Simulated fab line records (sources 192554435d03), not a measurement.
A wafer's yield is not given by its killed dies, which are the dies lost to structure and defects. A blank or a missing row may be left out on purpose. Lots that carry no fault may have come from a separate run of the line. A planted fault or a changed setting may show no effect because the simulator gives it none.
Which tool was responsible? :: flow n5Finfet :: 33 wafers from 11 lots sampled at 3 of the route's 1938 steps

## WHAT THE GAUGES SHOWED, per wafer
N5_HKMG_FIN_INSPECT_61: inspects for defects (macro).
lot: L076
measured: day 4 12:45
on: defectInspect-02
rawDefectCount: 2 2 1

lot: L078
measured: day 5 03:46
on: defectInspect-02
rawDefectCount: 1 4 2

lot: L080
measured: day 5 18:38
on: defectInspect-02
rawDefectCount: 2 0 2

lot: L082
measured: day 6 01:04
on: defectInspect-02
rawDefectCount: 5 1 1

lot: L085
measured: day 6 19:06
on: defectInspect-01
rawDefectCount: 3 3 2

lot: L087
measured: day 7 05:02
on: defectInspect-02
rawDefectCount: 3 5 3

lot: L089
measured: day 8 00:24
on: defectInspect-02
rawDefectCount: 1 2 0

lot: L092
measured: day 8 12:05
on: defectInspect-01
rawDefectCount: 5 2 5

lot: L093
measured: day 8 18:48
on: defectInspect-01
rawDefectCount: 0 4 0

lot: L095
measured: day 9 14:38
on: defectInspect-02
rawDefectCount: 1 1 1

lot: L096
measured: day 10 05:17
on: defectInspect-02
rawDefectCount: 4 1 3

## WHAT TOOL EACH LOT RAN ON (gives the tool, then ch and the chambers of the sampled wafers, and finally the start)
lot: L076
N5_SD_EPI_P_ETCH_47: rieDiel-04 ch 2,3, day 3 20:04
N5_SDB_DESCUM_16: rieDiel-06 ch 0,2,3, day 4 07:18

lot: L078
N5_SD_EPI_P_ETCH_47: rieDiel-04 ch 1,3, day 4 10:30
N5_SDB_DESCUM_16: rieDiel-02 ch 1,3, day 4 22:20

lot: L080
N5_SD_EPI_P_ETCH_47: rieDiel-01 ch 0,1,3, day 4 22:32
N5_SDB_DESCUM_16: rieDiel-02 ch 0,1,3, day 5 11:29

lot: L082
N5_SD_EPI_P_ETCH_47: rieDiel-05 ch 1,2,3, day 5 07:53
N5_SDB_DESCUM_16: rieDiel-02 ch 0,2,3, day 5 19:40

lot: L085
N5_SD_EPI_P_ETCH_47: rieDiel-04 ch 0,3, day 6 02:52
N5_SDB_DESCUM_16: rieDiel-06 ch 1,3, day 6 13:39

lot: L087
N5_SD_EPI_P_ETCH_47: rieDiel-05 ch 0,1,2, day 6 12:23
N5_SDB_DESCUM_16: rieDiel-02 ch 0,2,3, day 6 23:12

lot: L089
N5_SD_EPI_P_ETCH_47: rieDiel-05 ch 1,3, day 7 07:19
N5_SDB_DESCUM_16: rieDiel-06 ch 2,3, day 7 18:58

lot: L092
N5_SD_EPI_P_ETCH_47: rieDiel-05 ch 0,1,3, day 7 18:25
N5_SDB_DESCUM_16: rieDiel-06 ch 0,1,2, day 8 05:25

lot: L093
N5_SD_EPI_P_ETCH_47: rieDiel-04 ch 1,2,3, day 8 01:47
N5_SDB_DESCUM_16: rieDiel-06 ch 1,2,3, day 8 13:20

lot: L095
N5_SD_EPI_P_ETCH_47: rieDiel-05 ch 0,1,2, day 8 21:17
N5_SDB_DESCUM_16: rieDiel-02 ch 0,1,3, day 9 08:28

lot: L096
N5_SD_EPI_P_ETCH_47: rieDiel-01 ch 2,3, day 9 12:15
N5_SDB_DESCUM_16: rieDiel-06 ch 0,2,3, day 9 23:40
- N5_SD_EPI_P_ETCH_47: etches SiOCN in CH3F/O2, target depth 25 nm.
- N5_SDB_DESCUM_16: chemistry O2, time 7.9 s.

## THE ANSWER, worked out from the rows above alone
Rule: the usual values come from the lots themselves. Put in order of their means at a reading, lots are off if they are a third of the lots or fewer, leave a main group of 4 or more, and stand apart from it by a gap of 3 or more times the standard deviation of the main group's means; of several such gaps the widest counts. A main group is skipped when, at the precision printed for the reading in the tables above, its means are all equal. Also off: a lot with no number at a reading for which 4 or more lots have one. Where the step has rows for the other lots, those lots are counted as sound.
No lot is off on any of the readings shown, so nothing can be concluded from this.

## WHAT THE SIMULATOR HAD PUT IN
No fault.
